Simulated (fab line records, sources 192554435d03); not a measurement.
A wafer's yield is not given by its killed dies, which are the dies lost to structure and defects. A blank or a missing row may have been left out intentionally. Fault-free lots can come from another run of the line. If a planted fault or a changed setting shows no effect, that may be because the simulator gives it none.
Split-lot experiment || flow n5 finfet || 7 lots, 21 wafers read, on a route of 1938 steps

## THE SPLIT ITSELF
At N5_WELL_APT_EXPOSE_05 (exposes mask NWELL, defocus 0 nm, target cd 200 nm), the setting dose mj was moved away from the recipe's 20.3 on 3 of the 21 wafers read, by +6.7% to +7.4%. This setting was run at the recipe's value on the other wafers.

## FROM THE SPLIT TO THE READING: what the file shows between them, 3 steps
- N5_WELL_APT_PEB_06: peb time 90 s
- N5_WELL_APT_DEVELOP_07: develop time 45 s
- N5_WELL_APT_HARDBAKE_12: time 120 s

## THE READING
cd nm at N5_WELL_APT_CD_MEAS_08, given in nm (cd target 200 nm). Fault-free wafers of this fab line usually give 200.0 nm, standard deviation 2.3 nm.

{"wafer": "L074.2", "tool, chamber at the split": "krf scanner-02, 0", "dose mj as run": 20.3, "against the recipe": "recipe", "cd nm, nm": 204.3, "against lot-mates on the recipe": "-"}
{"wafer": "L074.5", "tool, chamber at the split": "krf scanner-02, 0", "dose mj as run": 20.3, "against the recipe": "recipe", "cd nm, nm": 199.3, "against lot-mates on the recipe": "-"}
{"wafer": "L074.6", "tool, chamber at the split": "krf scanner-02, 0", "dose mj as run": 20.3, "against the recipe": "recipe", "cd nm, nm": 201.4, "against lot-mates on the recipe": "-"}
{"wafer": "L082.1", "tool, chamber at the split": "krf scanner-01, 0", "dose mj as run": 20.3, "against the recipe": "recipe", "cd nm, nm": 199.9, "against lot-mates on the recipe": "-"}
{"wafer": "L082.3", "tool, chamber at the split": "krf scanner-01, 0", "dose mj as run": 21.8, "against the recipe": "+7.4%", "cd nm, nm": 209.6, "against lot-mates on the recipe": "+10.0"}
{"wafer": "L082.5", "tool, chamber at the split": "krf scanner-01, 0", "dose mj as run": 20.3, "against the recipe": "recipe", "cd nm, nm": 199.2, "against lot-mates on the recipe": "-"}
{"wafer": "L089.2", "tool, chamber at the split": "krf scanner-02, 0", "dose mj as run": 21.65, "against the recipe": "+6.7%", "cd nm, nm": 209.2, "against lot-mates on the recipe": "+8.3"}
{"wafer": "L089.3", "tool, chamber at the split": "krf scanner-02, 0", "dose mj as run": 20.3, "against the recipe": "recipe", "cd nm, nm": 200.9, "against lot-mates on the recipe": "-"}
{"wafer": "L089.5", "tool, chamber at the split": "krf scanner-02, 0", "dose mj as run": 21.65, "against the recipe": "+6.7%", "cd nm, nm": 214.2, "against lot-mates on the recipe": "+13.3"}
{"wafer": "L090.3", "tool, chamber at the split": "krf scanner-01, 0", "dose mj as run": 20.3, "against the recipe": "recipe", "cd nm, nm": 200.1, "against lot-mates on the recipe": "-"}
{"wafer": "L090.5", "tool, chamber at the split": "krf scanner-01, 0", "dose mj as run": 20.3, "against the recipe": "recipe", "cd nm, nm": 200.4, "against lot-mates on the recipe": "-"}
{"wafer": "L090.6", "tool, chamber at the split": "krf scanner-01, 0", "dose mj as run": 20.3, "against the recipe": "recipe", "cd nm, nm": 198.4, "against lot-mates on the recipe": "-"}
{"wafer": "L093.1", "tool, chamber at the split": "krf scanner-01, 0", "dose mj as run": 20.3, "against the recipe": "recipe", "cd nm, nm": 200.0, "against lot-mates on the recipe": "-"}
{"wafer": "L093.4", "tool, chamber at the split": "krf scanner-01, 0", "dose mj as run": 20.3, "against the recipe": "recipe", "cd nm, nm": 203.2, "against lot-mates on the recipe": "-"}
{"wafer": "L093.6", "tool, chamber at the split": "krf scanner-01, 0", "dose mj as run": 20.3, "against the recipe": "recipe", "cd nm, nm": 198.5, "against lot-mates on the recipe": "-"}
{"wafer": "L094.1", "tool, chamber at the split": "krf scanner-01, 0", "dose mj as run": 20.3, "against the recipe": "recipe", "cd nm, nm": 200.2, "against lot-mates on the recipe": "-"}
{"wafer": "L094.3", "tool, chamber at the split": "krf scanner-01, 0", "dose mj as run": 20.3, "against the recipe": "recipe", "cd nm, nm": 199.7, "against lot-mates on the recipe": "-"}
{"wafer": "L094.4", "tool, chamber at the split": "krf scanner-01, 0", "dose mj as run": 20.3, "against the recipe": "recipe", "cd nm, nm": 199.2, "against lot-mates on the recipe": "-"}
{"wafer": "L097.1", "tool, chamber at the split": "krf scanner-02, 0", "dose mj as run": 20.3, "against the recipe": "recipe", "cd nm, nm": 198.0, "against lot-mates on the recipe": "-"}
{"wafer": "L097.3", "tool, chamber at the split": "krf scanner-02, 0", "dose mj as run": 20.3, "against the recipe": "recipe", "cd nm, nm": 197.5, "against lot-mates on the recipe": "-"}
{"wafer": "L097.4", "tool, chamber at the split": "krf scanner-02, 0", "dose mj as run": 20.3, "against the recipe": "recipe", "cd nm, nm": 199.3, "against lot-mates on the recipe": "-"}

FIT RESULTS
A straight line over all 21 wafers: cd nm changes by +1.59 nm for each +1% of dose mj; r = +0.90; the points scatter about the line by 1.9 nm.
The same after taking each lot's own level away (the mean of its wafers on the recipe; 21 wafers): +1.52 nm for each +1%; r = +0.93; scatter 1.5 nm.
According to that fit, moving dose mj by its largest amount changes the reading by 11 nm.
The span of the lots' own levels, 198.27 to 201.67 nm, comes to 1.5 times the standard deviation stated above.
The two slopes agree, so the slope changes little with the lot-to-lot level.
Check: for one of the wafers moved furthest among these (+7.4%), held out of the fit, the line's prediction against its lot-mates is +12 nm. It came out at +10 nm against them.

## OTHER SPLITS ON THESE WAFERS
Other splits were also applied to these wafers ahead of the reading. Each is held against what the fit with the lots' levels taken away leaves over:
{"other split on the same wafers": "N5_ZERO_LAYER_PECVD_02 time s", "wafers away from the commonest value": 6, "r with cd nm (lot level and that fit taken away)": "+0.17"}
{"other split on the same wafers": "N5_ZERO_LAYER_ETCH_18 icp w", "wafers away from the commonest value": 6, "r with cd nm (lot level and that fit taken away)": "+0.05"}

## THE WHOLE CHAIN: every reading that the file lists as answering this split, in the file's order
{"step": "N5_WELL_APT_CD_MEAS_08", "what it does": "target cd 200 nm", "reading": "cd nm", "change (the file's fit)": "+1.48 nm for each +1% of the setting", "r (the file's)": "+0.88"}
{"step": "N5_WELL_APT_DESCUM_13", "what it does": "chemistry O2, time 7.9 s", "reading": "WELL_APT.cd nm (the simulator's own value, which no gauge read)", "change (the file's fit)": "+1.52 nm for each +1% of the setting", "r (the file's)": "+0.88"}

## FILE'S OWN FIT
cd nm changes by +1.48 nm for each +1% of dose mj, r = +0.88.
